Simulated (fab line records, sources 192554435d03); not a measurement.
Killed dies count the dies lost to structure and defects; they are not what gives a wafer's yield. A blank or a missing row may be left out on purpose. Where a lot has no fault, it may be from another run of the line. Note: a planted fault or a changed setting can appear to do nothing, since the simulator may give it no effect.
Matching of chambers | flow n5Finfet | 4 sister chambers for N5_BEOL_M0_SAQP_ETCH_73 on rieDiel-05
The step etches SiARC in CF4, target depth 19.5 nm, time 32.5 s. 8 wafers are shown with their chamber, then 7 later ones without.

== WAFERS PAIRED WITH THEIR CHAMBERS ==
wafer  | chamber | throttleValvePct (%) | etchRfOnTimeS (s)
L075.3 | 2       | 15.62                | 33.2
L083.5 | 2       | 15.65                | 33.2
L091.5 | 1       | 15.94                | 32.1
L092.1 | 0       | 15.82                | 32.8
L092.2 | 1       | 15.94                | 31.6
L092.3 | 3       | 16.14                | 33.7
L092.4 | 3       | 16.13                | 33.6
L092.5 | 0       | 15.82                | 32.5

== WAFERS WITHOUT THEIR CHAMBER ==
wafer  | throttleValvePct (%) | etchRfOnTimeS (s)
L092.6 | 15.94                | 31.6
L093.1 | 16.13                | 33.8
L093.4 | 15.18                | 31.9
L093.6 | 15.93                | 32.0
L096.1 | 15.20                | 31.9
L096.3 | 15.94                | 31.6
L096.5 | 15.96                | 32.0

== THE CHAMBER EACH PASSED THROUGH ==
wafer  | from the rows above | in truth
L092.6 | 1                   | 1
L093.1 | 3                   | 3
L093.4 | 2                   | 2
L093.6 | 1                   | 1
L096.1 | 2                   | 2
L096.3 | 1                   | 1
L096.5 | 1                   | 1
Placed correctly: 7 of 7. Can't be placed from these rows: 0. 0 placed wrongly.
How it was worked out, from the rows above alone: a wafer's distance from a chamber is the root of the sum, over the readings, of the square of ((its reading less the chamber's mean) divided by the reading's scatter). If the next closest chamber is less than 2 further off than the closest, the wafer can't be placed; otherwise it belongs to the closest. Each chamber's mean is taken over the wafers shown for it. The scatter: the root of (the sum of the squares of (reading less its chamber's mean) over the shown wafers, divided by (wafers less chambers)).
